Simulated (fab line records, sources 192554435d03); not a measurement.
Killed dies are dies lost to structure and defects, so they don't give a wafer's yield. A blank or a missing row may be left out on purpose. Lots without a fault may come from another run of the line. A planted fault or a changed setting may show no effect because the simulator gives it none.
Which tool did it? | flow n5_finfet | 24 lots, 72 wafers sampled, at 5 steps of a route of 1938

WHAT THE GAUGES READ, wafer by wafer
N5_BEOL_M0_SAQP_OVL_MEAS_41.
lot  | measured     | on         | M0_CUT1_OVL (nm)
L074 | day 5 21:06  | overlay-02 | -0.3 -0.6 -0.1
L075 | day 5 22:37  | overlay-01 | -2.2 -1.4 -1.9
L076 | day 6 06:12  | overlay-01 | -0.8 -0.2 -0.4
L077 | day 6 12:33  | overlay-02 | -1.3 0.7 -1.3
L078 | day 6 19:41  | overlay-02 | 0.5 0.6 -0.3
L079 | day 7 02:25  | overlay-01 | 0.1 -1.3 -0.8
L080 | day 7 03:57  | overlay-02 | 0.1 -0.2 0.6
L081 | day 7 14:40  | overlay-02 | -0.2 0.3 -0.5
L082 | day 7 20:20  | overlay-02 | 0.0 0.3 0.7
L083 | day 7 23:37  | overlay-02 | -0.5 0.2 0.3
L084 | day 8 12:07  | overlay-02 | -0.7 -0.1 -0.1
L085 | day 8 13:28  | overlay-02 | -0.1 0.1 0.6
L086 | day 8 20:25  | overlay-02 | -0.9 0.0 -0.7
L087 | day 9 02:29  | overlay-01 | 0.4 -0.8 -0.9
L088 | day 9 06:28  | overlay-02 | 1.5 -1.0 -0.2
L089 | day 9 15:07  | overlay-02 | -1.8 -1.7 -1.5
L090 | day 9 18:13  | overlay-02 | 0.5 -0.2 0.9
L091 | day 10 00:05 | overlay-02 | -1.2 -1.9 -0.1
L092 | day 10 04:34 | overlay-01 | -1.2 -0.8 -1.6
L093 | day 10 09:33 | overlay-02 | -0.5 -0.2 -0.9
L094 | day 10 15:47 | overlay-01 | -1.0 0.0 -0.1
L095 | day 10 23:38 | overlay-01 | -1.1 -0.7 0.0
L096 | day 11 02:46 | overlay-02 | -0.9 0.4 -1.3
L097 | day 11 07:00 | overlay-01 | -0.5 -1.2 -1.1

N5_BEOL_M1_CD_MEAS_11: target cd 17.05 nm.
lot  | measured     | on        | cd_nm (nm)
L074 | day 6 06:16  | cd_sem-02 | 17.17 16.93 17.02
L075 | day 6 06:56  | cd_sem-01 | 17.67 16.88 17.01
L076 | day 6 15:27  | cd_sem-03 | 17.17 17.32 17.00
L077 | day 6 22:16  | cd_sem-03 | 17.11 17.29 16.94
L078 | day 7 04:40  | cd_sem-01 | 16.80 16.73 16.49
L079 | day 7 08:19  | cd_sem-01 | 17.24 16.62 16.91
L080 | day 7 14:13  | cd_sem-02 | 17.30 16.57 16.69
L081 | day 8 00:32  | cd_sem-03 | 17.16 17.18 17.34
L082 | day 8 07:01  | cd_sem-03 | 16.89 17.16 17.12
L083 | day 8 12:55  | cd_sem-01 | 17.07 17.39 16.83
L084 | day 8 21:53  | cd_sem-02 | 16.74 17.11 16.93
L085 | day 9 04:08  | cd_sem-02 | 17.09 17.55 17.37
L086 | day 9 05:31  | cd_sem-03 | 16.63 16.96 16.96
L087 | day 9 10:46  | cd_sem-02 | 17.29 16.94 17.46
L088 | day 9 14:18  | cd_sem-03 | 16.92 16.87 16.82
L089 | day 9 23:22  | cd_sem-01 | 16.84 16.45 16.72
L090 | day 10 04:31 | cd_sem-02 | 17.24 17.12 17.12
L091 | day 10 09:51 | cd_sem-02 | 16.88 17.16 16.80
L092 | day 10 11:21 | cd_sem-02 | 17.19 17.22 17.44
L093 | day 10 19:28 | cd_sem-03 | 17.12 17.08 16.99
L094 | day 10 23:06 | cd_sem-03 | 17.20 16.59 17.23
L095 | day 11 08:42 | cd_sem-03 | 17.07 17.06 17.13
L096 | day 11 12:18 | cd_sem-03 | 16.72 17.34 17.23
L097 | day 11 21:27 | cd_sem-03 | 17.00 16.90 17.27

N5_BEOL_M1_OVL_MEAS_12.
lot  | measured     | on         | M1_OVL (nm)
L074 | day 6 06:17  | overlay-01 | -0.5 -0.2 -0.2
L075 | day 6 06:58  | overlay-01 | -0.9 -0.7 -1.2
L076 | day 6 15:29  | overlay-01 | -1.2 -0.5 -1.8
L077 | day 6 22:18  | overlay-02 | -1.1 -1.2 -1.0
L078 | day 7 04:42  | overlay-01 | 0.3 0.5 0.8
L079 | day 7 08:20  | overlay-01 | 1.4 -0.3 -0.1
L080 | day 7 14:14  | overlay-01 | 0.1 -0.1 -0.6
L081 | day 8 00:34  | overlay-02 | -0.8 -0.7 -0.9
L082 | day 8 07:04  | overlay-02 | -0.4 0.6 0.0
L083 | day 8 12:57  | overlay-02 | -0.1 -0.4 -0.9
L084 | day 8 21:56  | overlay-01 | 0.2 -0.2 0.1
L085 | day 9 04:10  | overlay-02 | -0.8 -2.0 -0.7
L086 | day 9 05:32  | overlay-01 | -0.7 0.0 -0.5
L087 | day 9 10:49  | overlay-01 | 0.1 -0.9 0.2
L088 | day 9 14:20  | overlay-01 | -0.5 -0.6 -0.8
L089 | day 9 23:23  | overlay-02 | 0.4 0.4 0.5
L090 | day 10 04:33 | overlay-02 | -0.2 -0.4 -0.3
L091 | day 10 09:53 | overlay-01 | -1.0 -0.3 -0.4
L092 | day 10 11:23 | overlay-01 | 0.3 -0.7 -0.8
L093 | day 10 19:30 | overlay-02 | -0.8 -0.1 0.1
L094 | day 10 23:08 | overlay-02 | -0.3 -1.5 -0.9
L095 | day 11 08:44 | overlay-02 | -0.5 -0.5 0.0
L096 | day 11 12:20 | overlay-02 | -1.9 -0.2 -0.9
L097 | day 11 21:29 | overlay-01 | -0.5 0.1 0.0

WHICH TOOL RAN EACH LOT (tool, then ch and the chambers of the sampled wafers, then the start)
lot  | N5_BEOL_M0_HM_OPEN_105            | N5_BEOL_M0_SPUTTER_116
L074 | rie_metal-02 ch 0, day 5 22:58    | pvd_sputter-03, day 6 02:02
L075 | rie_metal-02 ch 0,1, day 6 01:13  | pvd_sputter-03, day 6 03:10
L076 | rie_metal-02 ch 0, day 6 08:36    | pvd_sputter-02, day 6 11:21
L077 | rie_metal-03 ch 0,1, day 6 16:24  | pvd_sputter-01, day 6 18:22
L078 | rie_metal-02 ch 1, day 6 21:50    | pvd_sputter-03, day 6 23:56
L079 | rie_metal-03 ch 0,1, day 7 04:34  | pvd_sputter-02, day 7 06:07
L080 | rie_metal-02 ch 0,1, day 7 06:22  | pvd_sputter-02, day 7 09:23
L081 | rie_metal-01 ch 0,1, day 7 16:53  | pvd_sputter-03, day 7 20:08
L082 | rie_metal-02 ch 0,1, day 7 23:46  | pvd_sputter-01, day 8 04:17
L083 | rie_metal-02 ch 0,1, day 8 03:56  | pvd_sputter-02, day 8 06:51
L084 | rie_metal-01 ch 0,1, day 8 14:59  | pvd_sputter-03, day 8 16:38
L085 | rie_metal-03 ch 0,1, day 8 21:39  | pvd_sputter-02, day 9 01:20
L086 | rie_metal-01 ch 0,1, day 9 00:25  | pvd_sputter-03, day 9 03:19
L087 | rie_metal-03 ch 0,1, day 9 04:50  | pvd_sputter-01, day 9 08:18
L088 | rie_metal-02 ch 0,1, day 9 08:25  | pvd_sputter-02, day 9 10:29
L089 | rie_metal-03 ch 0,1, day 9 18:38  | pvd_sputter-02, day 9 20:31
L090 | rie_metal-03 ch 1, day 9 21:48    | pvd_sputter-03, day 9 23:53
L091 | rie_metal-03 ch 0,1, day 10 04:04 | pvd_sputter-02, day 10 06:10
L092 | rie_metal-01 ch 0, day 10 06:28   | pvd_sputter-02, day 10 08:36
L093 | rie_metal-01 ch 0, day 10 12:50   | pvd_sputter-01, day 10 16:42
L094 | rie_metal-03 ch 0,1, day 10 18:13 | pvd_sputter-03, day 10 20:20
L095 | rie_metal-02 ch 0,1, day 11 01:37 | pvd_sputter-01, day 11 05:54
L096 | rie_metal-01 ch 0,1, day 11 05:34 | pvd_sputter-01, day 11 07:25
L097 | rie_metal-01 ch 1, day 11 15:40   | pvd_sputter-03, day 11 18:08
- N5_BEOL_M0_HM_OPEN_105: chemistry Cl2/BCl3, target TiN, target depth 12 nm.
- N5_BEOL_M0_SPUTTER_116: material Cu, target thk 4 nm, time 7.37 s.

WHAT THE TOOLS THEMSELVES READ (means of the sampled wafers that have a number; where no wafer has one, the mark that the record gives instead)
N5_BEOL_M0_HM_OPEN_105.
lot  | tool         | bcl3_flow_sccm (sccm) | chamber_pressure_mTorr (mTorr) | drypump_motor_current_A (A) | mfc_cl2_sccm (sccm) | oes_product_au (a.u.) | throttle_valve_pct (%)
L074 | rie_metal-02 | 21.81                 | 9.998                          | 5.1                         | 53.35               | 0.81                  | 21.81
L075 | rie_metal-02 | 21.80                 | 9.995                          | 5.4                         | 53.28               | 0.77                  | 21.94
L076 | rie_metal-02 | 21.67                 | 10.003                         | 5.1                         | 53.25               | 0.81                  | 21.82
L077 | rie_metal-03 | 21.70                 | 9.996                          | 5.5                         | 53.09               | 0.61                  | 22.18
L078 | rie_metal-02 | 21.85                 | 9.994                          | 6.1                         | 53.58               | 0.69                  | 22.16
L079 | rie_metal-03 | 21.77                 | 10.009                         | 5.3                         | 53.15               | 0.59                  | 22.15
L080 | rie_metal-02 | 21.74                 | 9.997                          | 5.8                         | 53.13               | 0.72                  | 22.04
L081 | rie_metal-01 | 21.75                 | 9.996                          | 5.9                         | 53.23               | 0.64                  | 22.27
L082 | rie_metal-02 | 21.81                 | 10.001                         | 5.4                         | 53.30               | 0.76                  | 21.93
L083 | rie_metal-02 | 21.74                 | 9.999                          | 5.4                         | 53.32               | 0.76                  | 21.93
L084 | rie_metal-01 | 21.72                 | 9.991                          | 5.8                         | 53.30               | 0.62                  | 22.21
L085 | rie_metal-03 | 21.73                 | 10.007                         | 5.4                         | 53.32               | 0.73                  | 22.08
L086 | rie_metal-01 | 21.75                 | 9.996                          | 5.9                         | 53.21               | 0.63                  | 22.30
L087 | rie_metal-03 | 21.74                 | 10.005                         | 5.3                         | 53.27               | 0.82                  | 21.95
L088 | rie_metal-02 | 21.74                 | 9.996                          | 5.8                         | 53.35               | 0.71                  | 22.07
L089 | rie_metal-03 | 21.75                 | 9.997                          | 5.3                         | 53.36               | 0.82                  | 21.94
L090 | rie_metal-03 | 21.70                 | 9.995                          | 5.1                         | 53.35               | 0.91                  | 21.82
L091 | rie_metal-03 | 21.76                 | 9.993                          | 5.5                         | 53.34               | 0.72                  | 22.09
L092 | rie_metal-01 | 21.81                 | 9.996                          | 5.7                         | 53.20               | 0.59                  | 22.14
L093 | rie_metal-01 | 21.77                 | 9.999                          | 5.6                         | 53.16               | 0.59                  | 22.15
L094 | rie_metal-03 | 21.71                 | 9.997                          | 5.5                         | 53.33               | 0.71                  | 22.09
L095 | rie_metal-02 | 21.79                 | 10.008                         | 5.8                         | 52.90               | 0.71                  | 22.08
L096 | rie_metal-01 | 21.78                 | 9.994                          | 5.8                         | 53.19               | 0.61                  | 22.24
L097 | rie_metal-01 | 21.78                 | 10.002                         | 6.1                         | 53.35               | 0.64                  | 22.38

N5_BEOL_M0_SPUTTER_116.
lot  | tool           | throttle_valve_pct (%)
L074 | pvd_sputter-03 | 30.3
L075 | pvd_sputter-03 | 30.5
L076 | pvd_sputter-02 | 29.2
L077 | pvd_sputter-01 | 30.3
L078 | pvd_sputter-03 | 29.9
L079 | pvd_sputter-02 | 29.3
L080 | pvd_sputter-02 | 29.3
L081 | pvd_sputter-03 | 31.1
L082 | pvd_sputter-01 | 30.8
L083 | pvd_sputter-02 | 29.1
L084 | pvd_sputter-03 | 29.9
L085 | pvd_sputter-02 | 28.9
L086 | pvd_sputter-03 | 29.6
L087 | pvd_sputter-01 | 30.2
L088 | pvd_sputter-02 | 28.7
L089 | pvd_sputter-02 | 29.1
L090 | pvd_sputter-03 | 30.0
L091 | pvd_sputter-02 | 28.9
L092 | pvd_sputter-02 | 28.7
L093 | pvd_sputter-01 | 29.9
L094 | pvd_sputter-03 | 30.9
L095 | pvd_sputter-01 | 30.5
L096 | pvd_sputter-01 | 29.8
L097 | pvd_sputter-03 | 29.8

THE ANSWER, worked out from the rows above alone
Rule: what is usual is taken from the lots themselves. Put in order of their means at a reading, lots are off if they are a third of the lots or fewer, leave a main group of 4 or more, and stand apart from it by a gap of 3 or more times the standard deviation of the main group's means; of several such gaps the widest counts. A main group whose means are all the same, to the digits that the tables above print for the reading, isn't used. A lot without any number at a reading at which 4 lots or more have one is off too. The other lots that the step has rows for count as sound. The gauges are gone through in route order, then the tools' own readings, and for those a lot's mean is taken as printed above. The first step at which some lot is off is used, and at that step the reading that is off furthest; a lot without a number counts as furthest.
No lot is off at any reading shown: from this, nothing can be told.

WHAT THE SIMULATOR HAD PUT IN
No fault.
